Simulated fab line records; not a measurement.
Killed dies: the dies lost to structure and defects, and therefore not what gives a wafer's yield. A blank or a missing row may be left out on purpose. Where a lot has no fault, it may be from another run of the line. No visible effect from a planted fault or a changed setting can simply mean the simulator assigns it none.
Comparing a struck lot with a sound one / flow nandHarc / 13 steps out of a route of 1159
Sound: the wafers L814.1, L814.4, L814.5. Wafers L812.2, L812.3, L812.6 were the ones struck. The cause comes at the end.
Each step with rows lists, per side, the tool, then ch with its chambers, then its first start. Under that, the readings that differ: sound wafers / struck wafers / difference of the means / sigmas: that difference in standard deviations of wafers without a fault.
alike: same words and numbers on both sides, and readings whose means sit less than 2 such deviations apart. not compared: any withheld reading, any reading some wafer has no value for, any bound like >300 that may hide the same value, and any number with overlapping values for which the record gives no deviation.
The two part at a step that has a row with sigmas, a row that says differs or no value, or rows on one side only. Numbers that don't overlap but have no deviation are shown without sigmas and don't part them. A reading missing from all wafers of one side parts the sides only when that side holds two or more wafers.

first, 7 steps without rows for these wafers: NHARC_A_STAIRCASE_COAT_435; NHARC_A_STAIRCASE_SOFTBAKE_436 (time 170 s); NHARC_A_STAIRCASE_EBR_437; NHARC_A_STAIRCASE_EXPOSE_438 (exposes mask STAIR REV); NHARC_A_STAIRCASE_PEB_439 (peb time 130 s); NHARC_A_STAIRCASE_DEVELOP_440 (time 140 s); NHARC_A_STAIRCASE_HARDBAKE_442 (time 140 s).
NHARC_A_STAIRCASE_DESCUM_443: chemistry O2, time 3 s.
  sound on rieDiel-08 ch 0,1,2, day 16 06:25; struck on rieDiel-11 ch 2,3, day 16 00:55
  alike: drypumpMotorCurrentA, oesProductAu, rfVppV, showerheadPlenumPTorr, throttleValvePct
  not compared: rfHoursCounterH
NHARC_A_STAIRCASE_ETCH_444: etches the open film in C4F8/O2, target depth 10200 nm, time 3400 s.
  sound on rieDiel-08 ch 0,3, day 16 06:36; struck on rieDiel-11 ch 0,1,3, day 16 01:17
reading=rfVppV (V); sound=804 816 815; struck=799 803 800; difference=-11; sigmas=-2
  alike: oesProductAu
  not compared: rfHoursCounterH
NHARC_A_STAIRCASE_STRIP_446: strips in O2.
  sound on plasmaAsher-01 ch 0, day 16 09:13; struck on plasmaAsher-01 ch 0,1, day 16 04:00
  alike: drypumpMotorCurrentA, heaterPowerW, rfReflPowerW
  not compared: rfHoursCounterH
NHARC_A_STAIRCASE_STRIP_447: strips in SPM, time 900 s.
  sound on wetBench-02 ch 0,1,2, day 16 09:33; struck on wetBench-04 ch 1,3,6, day 16 04:21
  no value came back on the struck wafers for bathGuardTempC (C), bathHeatDutyPct (%); on the sound wafers bathGuardTempC (C) reads 129.5 129.1 130.5
then, 1 step without rows for these wafers: NHARC_A_STAIRCASE_PRECLEAN_448 (cleans in SC1).
-- jump in the record: it breaks off in module A_STAIRCASE and resumes in module END (first step shown: number 1159 of the route), and 6 days separate the struck wafers' starts before and after --
NHARC_END_SORT_01:
  sound on prober-02 ch 0, day 22 07:27; struck on prober-02 ch 0, day 22 00:26
reading=killedAtPeriphery; sound=4 7 6; struck=12 12 11; difference=+6; sigmas=+2
  alike: killedAtArray, killedAtOther, killedDies, killedOpen, killedShort

== WHERE THEY PART ==
At NHARC_A_STAIRCASE_ETCH_444 first; at NHARC_END_SORT_01 last (within this record only).

WHY: what had been put in by the simulator
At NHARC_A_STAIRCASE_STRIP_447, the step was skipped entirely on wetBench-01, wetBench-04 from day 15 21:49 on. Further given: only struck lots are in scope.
